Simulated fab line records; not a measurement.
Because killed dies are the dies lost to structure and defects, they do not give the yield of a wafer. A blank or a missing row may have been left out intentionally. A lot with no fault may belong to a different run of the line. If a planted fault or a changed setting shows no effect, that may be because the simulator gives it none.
Lot-split experiment ; flow n5 finfet ; 7 lots, 21 wafers read, on a route of 1938 steps

## ON THE SPLIT
At N5_BEOL_M15_DEP_53 (deposits SiCN from 3MS/NH3, target thk 50 nm, time 17.8 s), the setting time s was moved away from the recipe's 17.8 s on 3 of the 21 wafers read, by -8.8% to +11.5%. For the rest of the wafers, this setting stayed at what the recipe calls for.

Reading taken at the split's own step.

## THE READING
SiCN_of_BEOL_M15_DEP_53.thk nm (the simulator's own value, which no gauge read), in nm, at N5_BEOL_M15_DEP_53 (deposits SiCN from 3MS/NH3, target thk 50 nm, time 17.8 s). There is no usual value for it anywhere in the file. Across the 18 wafers here that went through the recipe, the average is 50.0 nm and the standard deviation 0.6 nm.

wafer;tool, chamber at the split;time s as run, s;against the recipe;SiCN_of_BEOL_M15_DEP_53.thk nm, nm;against lot-mates on the recipe
L074.1;pecvd-04, 1;19.85;+11.5%;55.2;+5.4
L074.3;pecvd-04, 0;17.8;recipe;49.8;-
L074.5;pecvd-04, 2;19.85;+11.5%;55.6;+5.8
L075.3;pecvd-03, 2;16.24;-8.8%;46;-4.8
L075.4;pecvd-03, 1;17.8;recipe;50.6;-
L075.5;pecvd-03, 2;17.8;recipe;51;-
L082.2;pecvd-03, 1;17.8;recipe;49.8;-
L082.3;pecvd-03, 2;17.8;recipe;50;-
L082.4;pecvd-03, 2;17.8;recipe;50.8;-
L090.2;pecvd-01, 0;17.8;recipe;49.8;-
L090.3;pecvd-01, 1;17.8;recipe;49.2;-
L090.4;pecvd-01, 1;17.8;recipe;50.2;-
L087.1;pecvd-04, 0;17.8;recipe;50;-
L087.4;pecvd-04, 0;17.8;recipe;50.6;-
L087.5;pecvd-04, 1;17.8;recipe;50.2;-
L094.3;pecvd-04, 0;17.8;recipe;50.4;-
L094.4;pecvd-04, 2;17.8;recipe;50;-
L094.5;pecvd-04, 2;17.8;recipe;50;-
L097.1;pecvd-03, 0;17.8;recipe;48.4;-
L097.2;pecvd-03, 1;17.8;recipe;49.6;-
L097.4;pecvd-03, 0;17.8;recipe;49.4;-

THE FIT
A straight line over all 21 wafers: SiCN_of_BEOL_M15_DEP_53.thk nm changes by +0.466 nm for each +1% of time s; r = +0.96; the points scatter about the line by 0.59 nm.
The same after taking each lot's own level away (the mean of its wafers on the recipe; 21 wafers): +0.502 nm for each +1%; r = +0.99; scatter 0.37 nm.
Per that fit: largest time s move, reading shift of 5.8 nm.
Measured against the standard deviation above, the lots' own levels, which go from 49.13 to 50.80 nm, span 2.8 times it.
So the lot-to-lot level changes the slope little: the two slopes agree.
Check: with one of the wafers moved furthest among these (+11.5%) left out of the fit, the line predicts +5.97 nm for it against its lot-mates. It came out at +5.4 nm against them.

## THE OTHER SPLITS THESE WAFERS WENT THROUGH
Note: prior to the reading, these wafers also went through further splits. Each is held against what the fit with the lots' levels taken away leaves over:
other split on the same wafers;wafers away from the commonest value;r with SiCN_of_BEOL_M15_DEP_53.thk nm (lot level and that fit taken away)
N5_BEOL_M15_CMP_49 down force psi;7;+0.15

## THE FILE'S OWN FIT
SiCN_of_BEOL_M15_DEP_53.thk nm changes by +0.509 nm for each +1% of time s, r = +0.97.
